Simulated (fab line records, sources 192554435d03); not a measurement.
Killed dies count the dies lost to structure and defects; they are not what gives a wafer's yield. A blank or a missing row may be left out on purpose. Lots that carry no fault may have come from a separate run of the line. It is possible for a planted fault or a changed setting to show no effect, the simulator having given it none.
Lot-split experiment	flow n5_finfet	on a route of 1938 steps: 7 lots, 39 wafers read

== ABOUT THE SPLIT ==
At N5_BEOL_M1_HM_DEP_02 (deposits TiN, target thk 20 nm), the setting target_thk_a was moved away from the recipe's 200 angstrom on 12 of the 39 wafers read, by -58.2% to +34.1%. For the rest of the wafers, this setting stayed at what the recipe calls for.

== FROM THE SPLIT TO THE READING: what the file shows between them, 4 steps ==
- N5_BEOL_M1_COAT_61: time 60 s, resist thk 60 nm
- N5_BEOL_M1_COAT_62: time 60 s, resist thk 12 nm
- N5_BEOL_M1_STRIP_75: strips in N2/H2
- N5_BEOL_M1_STRIP_66: strips in CF4

== THE READING ==
etch.depth_nm (the simulator's own value, which no gauge read), in nm, at N5_BEOL_M1_HM_OPEN_17 (chemistry Cl2/BCl3, target TiN, target depth 20 nm, overetch 6 nm). No usual value for it is given in the file. Here, 27 wafers ran the recipe; their average is 19.894 nm with a standard deviation of 0.2 nm.

wafer	tool, chamber at the split	target_thk_a as run, angstrom	against the recipe	etch.depth_nm, nm	against lot-mates on the recipe
L075.1	pvd_sputter-02, -	151.2	-24.4%	15.23	-4.663
L075.2	pvd_sputter-02, -	200	recipe	19.82	-
L075.3	pvd_sputter-02, -	200	recipe	19.92	-
L075.4	pvd_sputter-02, -	200	recipe	19.94	-
L075.5	pvd_sputter-02, -	151.2	-24.4%	15.13	-4.763
L075.6	pvd_sputter-02, -	151.2	-24.4%	15.1	-4.793
L076.1	pvd_sputter-03, -	83.63	-58.2%	8.624	-11.363
L076.2	pvd_sputter-03, -	200	recipe	19.68	-
L076.3	pvd_sputter-03, -	200	recipe	20.17	-
L076.4	pvd_sputter-03, -	83.63	-58.2%	8.67	-11.317
L076.5	pvd_sputter-03, -	200	recipe	20.11	-
L076.6	pvd_sputter-03, -	83.63	-58.2%	8.307	-11.680
L077.1	pvd_sputter-03, -	200	recipe	20.2	-
L077.2	pvd_sputter-03, -	200	recipe	19.59	-
L077.3	pvd_sputter-03, -	200	recipe	19.98	-
L079.1	pvd_sputter-02, -	200	recipe	19.65	-
L079.2	pvd_sputter-02, -	200	recipe	19.68	-
L079.3	pvd_sputter-02, -	200	recipe	19.9	-
L079.4	pvd_sputter-02, -	200	recipe	19.83	-
L079.5	pvd_sputter-02, -	200	recipe	19.8	-
L079.6	pvd_sputter-02, -	200	recipe	19.89	-
L085.1	pvd_sputter-03, -	200	recipe	19.74	-
L085.2	pvd_sputter-03, -	200	recipe	20.26	-
L085.3	pvd_sputter-03, -	122.8	-38.6%	12.3	-7.573
L085.4	pvd_sputter-03, -	200	recipe	19.62	-
L085.5	pvd_sputter-03, -	122.8	-38.6%	12.07	-7.803
L085.6	pvd_sputter-03, -	122.8	-38.6%	12.23	-7.643
L091.1	pvd_sputter-02, -	200	recipe	20.1	-
L091.2	pvd_sputter-02, -	268.1	+34.1%	26.97	+6.827
L091.3	pvd_sputter-02, -	268.1	+34.1%	24.46	+4.317
L091.4	pvd_sputter-02, -	200	recipe	20.06	-
L091.5	pvd_sputter-02, -	200	recipe	20.27	-
L091.6	pvd_sputter-02, -	268.1	+34.1%	24.61	+4.467
L093.1	pvd_sputter-02, -	200	recipe	19.92	-
L093.2	pvd_sputter-02, -	200	recipe	19.5	-
L093.3	pvd_sputter-02, -	200	recipe	20.01	-
L093.4	pvd_sputter-02, -	200	recipe	19.91	-
L093.5	pvd_sputter-02, -	200	recipe	19.73	-
L093.6	pvd_sputter-02, -	200	recipe	19.87	-

THE FIT
A straight line over all 39 wafers: etch.depth_nm changes by +0.188 nm for each +1% of target_thk_a; r = +0.99; the points scatter about the line by 0.47 nm.
The same after taking each lot's own level away (the mean of its wafers on the recipe; 39 wafers): +0.187 nm for each +1%; r = +0.99; scatter 0.5 nm.
According to that fit, moving target_thk_a by its largest amount changes the reading by 11 nm.
The lots' own levels span 19.7917 to 20.1433 nm, that is 1.7 times the standard deviation above.
The two slopes are in agreement: the lot-to-lot level therefore moves the slope only a little.
Check: with one of the wafers moved furthest among these (-58.2%) left out of the fit, the line predicts -11 nm for it against its lot-mates. Against them it came out at -11.4 nm.

== THESE WAFERS: OTHER SPLITS ==
Other splits were also applied to these wafers ahead of the reading. Each is held against what the fit with the lots' levels taken away leaves over:
other split on the same wafers	wafers away from the commonest value	r with etch.depth_nm (lot level and that fit taken away)
N5_FIN_SAQP_DESCUM_21 time_s	12	+0.10
N5_SD_EPI_N_ETCH_45 target_depth_a	15	+0.40
N5_SD_EPI_P_EPI_21 time_s	12	+0.16
N5_BEOL_M0_SAQP_SPACER2_ALD_26 target_thk_a	12	+0.20

== THE WHOLE CHAIN: every reading that the file lists as answering this split, in the file's order ==
step	what it does	reading	change (the file's fit)	r (the file's)
N5_BEOL_M1_HM_DEP_02	deposits TiN, target thk 20 nm	TiN_of_BEOL_M1_HM_DEP_02.thk_nm (the simulator's own value, which no gauge read)	+0.197 nm for each +1% of the setting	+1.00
N5_BEOL_M1_HM_OPEN_17	chemistry Cl2/BCl3, target TiN, target depth 20 nm, overetch 6 nm	etch.depth_nm (the simulator's own value, which no gauge read)	+0.189 nm for each +1% of the setting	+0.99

== THE FILE'S OWN FIT ==
etch.depth_nm changes by +0.189 nm for each +1% of target_thk_a, r = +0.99.
